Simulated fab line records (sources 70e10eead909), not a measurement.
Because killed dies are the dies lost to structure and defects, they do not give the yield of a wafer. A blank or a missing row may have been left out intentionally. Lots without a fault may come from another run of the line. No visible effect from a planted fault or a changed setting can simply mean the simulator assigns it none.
Comparing a struck lot with a sound one :: flow nand_harc :: 18 out of 1302 route steps
Sound: wafers L923.2, L923.5, L923.6. Struck: wafers L936.1, L936.4, L936.6. The cause is given at the end.
For every step that has rows: the tool of each side, followed by ch and its chambers, followed by its first start. Under that, the readings that differ: sound wafers :: struck wafers :: difference of the means :: sigmas: that difference in standard deviations of wafers without a fault.
alike: readings with means less than 2 such deviations apart, plus words and numbers identical on both sides. not compared: withheld readings, readings lacking a value on some wafer, bounds such as >300 that could conceal the same value, and numbers that have no deviation in the record and whose values overlap.
Wherever a step has rows on one side only, a row that says differs or no value, or a row with sigmas, the two part there. Numbers that have no deviation but don't overlap get no sigmas and don't part them. A reading missing from all wafers of one side parts the sides only when that side holds two or more wafers.

first, 1 step without rows for these wafers: NHARC_A_ONON_D1_DEP_12 (target thk 1000 nm).
NHARC_A_ONON_D1_THK_MEAS_14: measures by ellipsometry.
  sound on film_metro-02, day 8 09:58; struck on film_metro-02, day 13 17:06
  alike: thk_nm
then, 2 steps without rows for these wafers: NHARC_A_ONON_D1_ANNEAL_15 (time 3600 s); NHARC_A_ONON_D1_DEP_16 (target thk 1000 nm).
NHARC_A_ONON_D1_THK_MEAS_18: measures by ellipsometry.
  sound on film_metro-02, day 8 18:49; struck on film_metro-01, day 14 01:13
  alike: thk_nm
after that, 1 step with no rows for these wafers: NHARC_A_ONON_D1_DEP_19 (target thk 1000 nm).
NHARC_A_ONON_D1_THK_MEAS_21: measures by ellipsometry.
  sound on film_metro-02, day 8 19:22; struck on film_metro-01, day 14 01:55
  alike: thk_nm
after that, 1 step with no rows for these wafers: NHARC_A_ONON_D1_DEP_22 (target thk 1000 nm).
NHARC_A_ONON_D1_THK_MEAS_24: measures by ellipsometry.
  sound on film_metro-02, day 8 20:04; struck on film_metro-01, day 14 02:29
  alike: thk_nm
after that, 1 step with no rows for these wafers: NHARC_A_ONON_D1_DEP_25 (target thk 1000 nm).
NHARC_A_ONON_D1_THK_MEAS_27: measures by ellipsometry.
  sound on film_metro-01, day 8 20:47; struck on film_metro-01, day 14 03:02
  alike: thk_nm
NHARC_A_ONON_D1_DEP_28: target thk 1000 nm.
  sound on pecvd_onon-04 ch 0, day 8 21:02; struck on pecvd_onon-01 ch 0, day 14 03:06
  alike: n2_flow_sccm
NHARC_A_ONON_D1_THK_MEAS_30: measures by ellipsometry.
  sound on film_metro-02, day 8 21:29; struck on film_metro-02, day 14 03:37
  alike: thk_nm
NHARC_A_ONON_D1_DEP_33: deposits SiO2, target thk 200 nm.
  sound on pecvd-02 ch 0,1, day 8 21:32; struck on pecvd-02 ch 0,1,2, day 14 03:43
  alike: heater_power_w, showerhead_vpp_V, throttle_valve_pct
NHARC_A_ONON_D1_THK_MEAS_34: measures by ellipsometry.
  sound on film_metro-01, day 8 21:57; struck on film_metro-01, day 14 04:05
  alike: thk_nm
NHARC_A_ONON_D1_INSPECT_32:
  sound on defect_inspect-02, day 8 22:01; struck on defect_inspect-02, day 14 04:10
reading: raw_defect_count
sound: 137 105 103
struck: 872 967 944
difference: +813
sigmas: +34
NHARC_A_CHANNEL_HOLE_D1_DEP_00: deposits aC, target thk 3100 nm.
  sound on acl_dep-03 ch 0, day 9 02:15; struck on acl_dep-02 ch 0, day 14 07:00
  alike: throttle_valve_pct
-- break in the record here, with 16 days between the starts of the struck wafers on either side (left off in module A_CHANNEL_HOLE_D1, picked up again in module END, where the first step shown is number 1302 on the route) --
NHARC_END_SORT_01:
  at this point the record logs the struck wafers (prober-02 ch 0, day 30 02:07) and has no rows for the sound ones

== WHERE THEY PART ==
First at NHARC_A_ONON_D1_INSPECT_32; last, within this record, at NHARC_END_SORT_01.

WHY: what had been put in by the simulator
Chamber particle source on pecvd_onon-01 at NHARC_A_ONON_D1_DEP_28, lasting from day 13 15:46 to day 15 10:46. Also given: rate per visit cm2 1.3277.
